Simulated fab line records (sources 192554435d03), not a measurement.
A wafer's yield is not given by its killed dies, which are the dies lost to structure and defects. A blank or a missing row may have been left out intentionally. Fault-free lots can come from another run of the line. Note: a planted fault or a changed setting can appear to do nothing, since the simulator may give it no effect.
Comparing a struck lot with a sound one    flow n5_finfet    15 out of 1938 route steps
Sound: the wafers L179.1, L179.5, L179.6. Struck: wafer L187.6 (L187.2, L187.3, from the same lot, were not struck and are left out); the cause is given at the end.
Per side, at each step with rows, come the tool, then ch with its chambers, and then its first start. Under that, the readings that differ: sound wafers    struck wafers    difference of the means    sigmas: that difference in standard deviations of wafers without a fault.
alike: a reading whose means differ by less than 2 such deviations, as well as words and numbers matching on both sides. not compared: withheld readings; readings where some wafer has no value; bounds like >300 that might hide an equal value; numbers whose values overlap and for which the record gives no deviation.
A row with sigmas, a row that says differs or no value, or rows on one side alone: a step with any of these is where the two part. When numbers do not overlap yet have no deviation, they are printed without sigmas and do not part them. A reading missing from all wafers of one side parts the sides only when that side holds two or more wafers.

N5_BEOL_M9_OVL_MEAS_12:
  sound on overlay-02 ch 0, day 12 08:36; struck on overlay-02 ch 0, day 13 18:49
  alike: M9_OVL
N5_BEOL_M9_INSPECT_13: inspects for defects (brightfield).
  sound on defect_inspect-01 at day 12 08:37; struck on defect_inspect-02 at day 13 18:50
  alike: raw_defect_count
N5_BEOL_M9_DESCUM_16: chemistry O2, time 7.9 s.
  sound on rie_diel-06 ch 0,1, day 12 08:40; struck on rie_diel-06 ch 1, day 13 18:53
  alike: drypump_motor_current_A, oes_product_au, rf_vpp_V, showerhead_plenum_p_Torr, throttle_valve_pct
  not compared: rf_hours_counter_h
N5_BEOL_M9_ETCH_61: etches SiARC in CF4, target depth 39 nm, time 65 s.
  sound on rie_diel-06 ch 0,1, day 12 08:41; struck on rie_diel-06 ch 1, day 13 18:55
  alike: drypump_motor_current_A, etch_rf_on_time_s, oes_product_au, rf_vpp_V, showerhead_plenum_p_Torr, throttle_valve_pct
  not compared: rf_hours_counter_h
N5_BEOL_M9_ETCH_62: etches SOC in N2/H2, target depth 110 nm, overetch 22 nm, time 165 s.
  sound on rie_diel-06 ch 0,1, day 12 08:44; struck on rie_diel-06 ch 1, day 13 18:58
  alike: drypump_motor_current_A, oes_product_au, rf_vpp_V, showerhead_plenum_p_Torr, throttle_valve_pct
  not compared: rf_hours_counter_h
then, 1 step without rows for these wafers: N5_BEOL_M9_STRIP_68 (strips in N2/H2).
N5_BEOL_M9_STRIP_67: strips in CF4.
  sound on rie_diel-06 ch 0,1, day 12 08:53; struck on rie_diel-06 ch 1, day 13 19:07
  alike: drypump_motor_current_A, oes_product_au, rf_vpp_V, showerhead_plenum_p_Torr, throttle_valve_pct
  not compared: rf_hours_counter_h
N5_BEOL_M9_HM_OPEN_17: chemistry Cl2/BCl3, target TiN, target depth 20 nm, overetch 6 nm.
  sound on rie_metal-03 ch 0,1, day 12 08:56; struck on rie_metal-03 ch 1, day 13 19:09
  alike: drypump_motor_current_A, oes_product_au, throttle_valve_pct
  not compared: rf_hours_counter_h
then, 1 step without rows for these wafers: N5_BEOL_M9_STRIP_19 (strips in O2).
N5_BEOL_M9_CD_MEAS_18: pitch 140 nm, target cd 70 nm.
  sound on cd_sem-03 at day 12 09:07; struck on cd_sem-01 at day 13 19:27
  alike: cd_nm
then, 2 steps without rows for these wafers: N5_BEOL_M9_COAT_63 (time 60 s, resist thk 60 nm); N5_BEOL_M9_COAT_64 (time 60 s, resist thk 12 nm).
N5_BEOL_M9_COAT_75: time 60 s, resist thk 5 nm.
  sound on litho_track-03 ch 0, day 12 11:50; struck on litho_track-04 ch 0, day 13 22:39
reading                   sound              struck  difference  sigmas
heater_power_total_W (W)  390.8 393.2 391.9  411.1   +19.1       +15
run_length_s (s)          65.95 65.84 66.00  61.68   -4.25       -19
then, 1 step without rows for these wafers: N5_BEOL_M9_COAT_22 (resist thk 30 nm).
-- the record jumps here: 3 days lie between the struck wafers' starts before and after (it left off in module BEOL_M9 and takes up again in module PASSIVATION, whose first step shown is number 1936 of the route) --
N5_PASSIVATION_PROBE_49:
  sound on prober-01 at day 15 01:35; struck on prober-01 at day 16 12:49
  alike: defect_limited_yield, killed_at_M0_to_M3, killed_at_M4_up, killed_at_contacts, killed_at_front_end, killed_at_other, killed_dies, killed_on_rim, killed_open, killed_short, sort_bin_5_function, sort_bin_6_memory, sort_n_pass, sort_yield_pct

## WHERE THEY PART
N5_BEOL_M9_COAT_75 only, going by this record. Later steps at which nothing parts them and some readings are alike: N5_PASSIVATION_PROBE_49.

WHY: what had been put in by the simulator
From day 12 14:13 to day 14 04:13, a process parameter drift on litho_track-04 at N5_BEOL_M9_COAT_75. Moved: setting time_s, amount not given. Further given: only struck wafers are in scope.
